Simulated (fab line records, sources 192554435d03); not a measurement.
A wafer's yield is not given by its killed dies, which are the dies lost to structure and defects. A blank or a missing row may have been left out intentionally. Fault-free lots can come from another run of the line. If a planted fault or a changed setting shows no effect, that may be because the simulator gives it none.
The tool behind it: which one? + flow n5Finfet + Sampling: 11 lots, 33 wafers, 5 of 1938 route steps

## WHAT EACH GAUGE READ, for each wafer
N5_BEOL_M1_THK_MEAS_01. Usual: for M1_ILD_THK the level is 78.9 nm and the standard deviation is 0.99.
| lot  | measured     | on           | M1_ILD_THK (nm) | flag |
|------|--------------|--------------|-----------------|------|
| L997 | day 6 19:47  | filmMetro-01 | 77.1 77.7 78.5  |      |
| L995 | day 6 21:38  | filmMetro-01 | 79.5 79.2 79.3  |      |
| L996 | day 6 23:00  | filmMetro-01 | 78.5 79.2 79.0  |      |
| L998 | day 7 00:21  | filmMetro-01 | 78.6 79.1 80.1  |      |
| L107 | day 9 13:17  | filmMetro-02 | 77.7 78.3 79.9  |      |
| L108 | day 9 13:18  | filmMetro-01 | 79.5 80.3 79.4  |      |
| L109 | day 10 03:29 | filmMetro-02 | 77.8 79.9 80.3  |      |
| L113 | day 10 21:25 | filmMetro-01 | 79.2 79.7 78.5  |      |
| L117 | day 12 01:29 | filmMetro-02 | 80.5 79.7 79.3  |      |

N5_BEOL_M4_RC_MEAS_101. Usual: DIBL_N 36.9 mV/V, standard deviation 1.7; DIBL_P 36.7 mV/V, standard deviation 2.1; IOFF_N 0.17 nA/um, standard deviation 0.032; IOFF_P 0.22 nA/um, standard deviation 0.036; ION_N 674 uA/um, standard deviation 12; ION_P 461 uA/um, standard deviation 7; SS_N 71.7 mV/dec, standard deviation 0.6; SS_P 73.4 mV/dec, standard deviation 0.67; VT_N 249 mV, standard deviation 3.1; VT_P -250 mV, standard deviation 3.2.
| lot  | measured     | on        | DIBL_N (mV/V)  | DIBL_P (mV/V)  | IOFF_N (nA/um) | IOFF_P (nA/um) | ION_N (uA/um) | ION_P (uA/um) | SS_N (mV/dec)  | SS_P (mV/dec)  | VT_N (mV)   | VT_P (mV)      | flag |
|------|--------------|-----------|----------------|----------------|----------------|----------------|---------------|---------------|----------------|----------------|-------------|----------------|------|
| L997 | day 8 14:13  | prober-02 | 32.8 35.9 34.4 | 32.8 35.1 32.9 | 0.12 0.16 0.14 | 0.17 0.20 0.17 | 660 663 652   | 454 454 446   | 70.6 71.8 71.6 | 72.8 72.8 72.2 | 255 250 252 | -252 -252 -251 |      |
| L995 | day 9 00:19  | prober-02 | 37.7 36.5 36.5 | 37.5 35.6 36.0 | 0.18 0.16 0.16 | 0.22 0.19 0.19 | 674 666 676   | 463 456 453   | 71.6 71.3 71.7 | 73.8 73.2 73.5 | 250 250 250 | -249 -252 -252 |      |
| L996 | day 8 18:03  | prober-02 | 35.1 37.2 37.5 | 33.9 36.8 35.1 | 0.13 0.17 0.17 | 0.15 0.19 0.16 | 653 682 677   | 449 455 451   | 70.7 71.6 71.5 | 73.5 73.1 73.5 | 251 251 248 | -257 -255 -256 |      |
| L998 | day 9 03:32  | prober-02 | 37.5 40.4 37.1 | 38.3 42.5 38.5 | 0.17 0.24 0.16 | 0.21 0.28 0.21 | 668 691 678   | 460 463 461   | 71.6 72.7 72.3 | 73.6 75.5 73.6 | 250 242 250 | -252 -248 -251 |      |
| L107 | day 11 09:40 | prober-02 | 34.9 35.7 36.9 | 35.1 34.9 37.2 | 0.13 0.14 0.17 | 0.16 0.16 0.19 | 673 672 686   | 455 454 459   | 70.6 71.3 71.6 | 73.0 73.2 74.1 | 251 253 250 | -256 -256 -251 |      |
| L108 | day 11 09:52 | prober-01 | 38.3 38.2 35.9 | 38.9 39.0 36.5 | 0.21 0.21 0.16 | 0.27 0.26 0.21 | 691 691 681   | 467 470 467   | 71.7 71.4 71.6 | 74.6 74.2 72.9 | 247 246 251 | -247 -248 -250 |      |
| L109 | day 11 17:23 | prober-01 | 37.3 37.9 37.8 | 36.8 35.9 35.7 | 0.18 0.20 0.18 | 0.24 0.23 0.22 | 676 685 681   | 465 468 466   | 71.6 71.9 71.8 | 73.5 73.4 72.5 | 246 246 247 | -248 -250 -250 |      |
| L113 | day 12 21:56 | prober-01 | 37.1 36.4 38.0 | 37.7 35.5 38.3 | 0.17 0.15 0.21 | 0.27 0.22 0.28 | 679 668 702   | 465 461 472   | 72.8 71.0 73.2 | 73.5 73.3 74.1 | 248 252 244 | -245 -245 -245 |      |
| L117 | day 14 00:20 | prober-01 | 39.1 37.7 39.5 | 38.5 37.1 39.5 | 0.18 0.16 0.19 | 0.23 0.22 0.26 | 663 659 681   | 460 458 467   | 71.9 72.1 72.8 | 74.1 73.7 73.8 | 251 252 251 | -249 -248 -247 |      |

## TOOL THAT RAN EACH LOT (tool first, then ch and the chambers of the sampled wafers, then the start)
| lot  | N5_BEOL_M0_ANNEAL_133       | N5_BEOL_M0_ANNEAL_135       | N5_BEOL_M0_DEP_125              |
|------|-----------------------------|-----------------------------|---------------------------------|
| L997 | pvdSputter-03, day 6 18:25  | pvdSputter-03, day 6 18:32  | pecvd-02 ch 0,2, day 6 19:35    |
| L995 | pvdSputter-01, day 6 20:14  | pvdSputter-01, day 6 20:22  | pecvd-03 ch 0,2, day 6 21:25    |
| L996 | pvdSputter-01, day 6 21:20  | pvdSputter-01, day 6 21:27  | pecvd-03 ch 0,2, day 6 22:46    |
| L998 | pvdSputter-02, day 6 22:28  | pvdSputter-02, day 6 22:35  | pecvd-03 ch 0,2, day 7 00:07    |
| L100 | pvdSputter-01, day 7 11:37  | pvdSputter-01, day 7 11:44  | pecvd-02 ch 0,1, day 7 12:45    |
| L101 | pvdSputter-03, day 7 18:00  | pvdSputter-03, day 7 18:07  | pecvd-03 ch 0,2, day 7 19:08    |
| L107 | pvdSputter-03, day 9 10:22  | pvdSputter-03, day 9 10:30  | pecvd-04 ch 1,2, day 9 13:05    |
| L108 | pvdSputter-03, day 9 10:52  | pvdSputter-03, day 9 10:59  | pecvd-02 ch 0,1, day 9 13:06    |
| L109 | pvdSputter-02, day 10 01:53 | pvdSputter-02, day 10 02:00 | pecvd-03 ch 0,1,2, day 10 03:17 |
| L113 | pvdSputter-03, day 10 20:04 | pvdSputter-03, day 10 20:11 | pecvd-03 ch 0,1,2, day 10 21:13 |
| L117 | pvdSputter-02, day 12 00:09 | pvdSputter-02, day 12 00:16 | pecvd-02 ch 0,1,2, day 12 01:19 |
- N5_BEOL_M0_ANNEAL_133: time 60 s.
- N5_BEOL_M0_ANNEAL_135: time 60 s.
- N5_BEOL_M0_DEP_125: deposits SiCN from 3MS/NH3, target thk 8 nm, time 14 s.

## AS READ BY THE TOOLS THEMSELVES (means over the sampled wafers that have a number; for cases with no such wafer, the mark the record gives instead)
N5_BEOL_M0_ANNEAL_133. Usual: heaterPowerW reads 868 W (standard deviation 150).
| lot  | tool          | heaterPowerW (W) | flag |
|------|---------------|------------------|------|
| L997 | pvdSputter-03 | 924              |      |
| L995 | pvdSputter-01 | 835              |      |
| L996 | pvdSputter-01 | 799              |      |
| L998 | pvdSputter-02 | 916              |      |
| L100 | pvdSputter-01 | 819              |      |
| L101 | pvdSputter-03 | 855              |      |
| L107 | pvdSputter-03 | 770              |      |
| L108 | pvdSputter-03 | 930              |      |
| L109 | pvdSputter-02 | 885              |      |
| L113 | pvdSputter-03 | 906              |      |
| L117 | pvdSputter-02 | 981              |      |

N5_BEOL_M0_ANNEAL_135. Usual: heaterPowerW reads 868 W (standard deviation 150).
| lot  | tool          | heaterPowerW (W) | flag |
|------|---------------|------------------|------|
| L997 | pvdSputter-03 | 918              |      |
| L995 | pvdSputter-01 | 839              |      |
| L996 | pvdSputter-01 | 800              |      |
| L998 | pvdSputter-02 | 914              |      |
| L100 | pvdSputter-01 | 837              |      |
| L101 | pvdSputter-03 | 853              |      |
| L107 | pvdSputter-03 | 763              |      |
| L108 | pvdSputter-03 | 932              |      |
| L109 | pvdSputter-02 | 886              |      |
| L113 | pvdSputter-03 | 897              |      |
| L117 | pvdSputter-02 | 980              |      |

N5_BEOL_M0_DEP_125. Usual: chamberPressureTorr 3.000 Torr, standard deviation 0.0063; rfFwdPowerW 199.5 W, standard deviation 1; showerheadPlenumPTorr 3.671 Torr, standard deviation 0.014; throttleValvePct 9.0 %, standard deviation 0.41.
| lot  | tool     | chamberPressureTorr (Torr) | rfFwdPowerW (W) | showerheadPlenumPTorr (Torr) | throttleValvePct (%) | flag |
|------|----------|----------------------------|-----------------|------------------------------|----------------------|------|
| L997 | pecvd-02 | 2.999                      | 199.9           | 3.662                        | 8.9                  |      |
| L995 | pecvd-03 | 3.006                      | 199.7           | 3.672                        | 8.8                  |      |
| L996 | pecvd-03 | 3.008                      | 199.9           | 3.673                        | 8.9                  |      |
| L998 | pecvd-03 | 2.996                      | 199.9           | 3.681                        | 9.0                  |      |
| L100 | pecvd-02 | -                          | -               | -                            | -                    | OFF  |
| L101 | pecvd-03 | -                          | -               | -                            | -                    | OFF  |
| L107 | pecvd-04 | 3.004                      | 200.0           | 3.692                        | 8.8                  |      |
| L108 | pecvd-02 | 3.001                      | 198.9           | 3.672                        | 9.5                  |      |
| L109 | pecvd-03 | 2.999                      | 199.1           | 3.668                        | 9.2                  |      |
| L113 | pecvd-03 | 3.001                      | 199.4           | 3.666                        | 9.2                  |      |
| L117 | pecvd-02 | 2.998                      | 200.1           | 3.670                        | 9.2                  |      |

## THE ANSWER, worked out from the rows above alone
Rule: a lot counts as off when the mean over its wafers that have a number is more than 3 standard deviations away from the usual mean. Also off: a lot with no number at a reading for which 4 or more lots have one. Any other lot the step has rows for is counted as sound. Order of review: gauges by route order, followed by the tools' own readings, for which a lot's mean as printed above is used. At the first step where some lot is off, the reading lying furthest off is the one used; lots without a number count as furthest.
Off: L100, L101, at N5_BEOL_M0_DEP_125 (chamberPressureTorr). Without a number there: L100, L101.
If a tool, at that step or one of the process steps before it, ran each lot that is off and ran no sound lot following the first of them, it fits. Not one of the candidates tried fits.

## WHAT THE SIMULATOR HAD INSERTED
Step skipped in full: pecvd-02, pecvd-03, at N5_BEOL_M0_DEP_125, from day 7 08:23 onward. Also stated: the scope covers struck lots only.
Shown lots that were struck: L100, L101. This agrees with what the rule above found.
